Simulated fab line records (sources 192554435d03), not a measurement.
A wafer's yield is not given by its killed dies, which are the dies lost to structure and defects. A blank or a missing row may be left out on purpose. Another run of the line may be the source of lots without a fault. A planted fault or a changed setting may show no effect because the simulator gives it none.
Matching of chambers -- flow n5-finfet -- rie-diel-01 running N5_STI_FIN_REVEAL_STRIP_24: 4 sister chambers
The step strips in N2/H2, time 90 s. 14 wafers are shown with their chamber, then 7 later ones without.

EACH WAFER AND ITS CHAMBER
wafer,chamber,showerhead-plenum-p-Torr (Torr),drypump-motor-current-A (A),throttle-valve-pct (%)
L076.1,2,3.21,5.2,11.99
L076.4,0,3.38,5.5,12.20
L076.6,1,3.59,5.1,12.31
L081.1,2,3.20,5.2,12.03
L081.2,3,3.33,5.6,11.76
L081.5,3,3.33,5.6,11.78
L087.2,0,3.37,5.5,12.25
L087.3,3,3.32,5.6,11.79
L087.5,3,3.32,5.7,11.79
L089.2,0,3.37,5.5,12.28
L089.4,3,3.32,5.7,11.80
L089.6,3,3.32,5.7,11.79
L091.1,1,3.57,5.1,12.37
L091.2,2,3.20,5.3,12.06

SIGNATURES, as means of the wafers listed above
reading,chamber 0,chamber 1,chamber 2,chamber 3,scatter within a chamber
showerhead-plenum-p-Torr,3.3733,3.5800,3.2033,3.3233,0.00683
drypump-motor-current-A,5.500,5.100,5.233,5.650,0.0465
throttle-valve-pct,12.2433,12.3400,12.0267,11.7850,0.0291
Rule: a wafer lies at a distance from a chamber equal to the root of the sum of squares, over the readings, of (its reading less the chamber's mean, divided by the reading's scatter). The wafer belongs to the nearest chamber; if the next one is less than 2 further off, it can't be placed. The scatter: the root of (the sum of the squares of (reading less its chamber's mean) over the shown wafers, divided by (wafers less chambers)).

WAFERS WITH NO CHAMBER GIVEN
wafer,showerhead-plenum-p-Torr (Torr),drypump-motor-current-A (A),throttle-valve-pct (%)
L091.4,3.37,5.5,12.27
L093.1,3.32,5.6,11.81
L093.5,3.37,5.5,12.27
L093.6,3.57,5.1,12.36
L097.1,3.36,5.5,12.28
L097.2,3.32,5.6,11.81
L097.4,3.57,5.1,12.39

THE CHAMBER EACH PASSED THROUGH
wafer,from the rows above,in truth
L091.4,0,0
L093.1,3,3
L093.5,0,0
L093.6,1,1
L097.1,0,0
L097.2,3,3
L097.4,1,1
7 of 7 placed correctly. Can't be placed from these rows: 0. Number placed wrongly: 0.
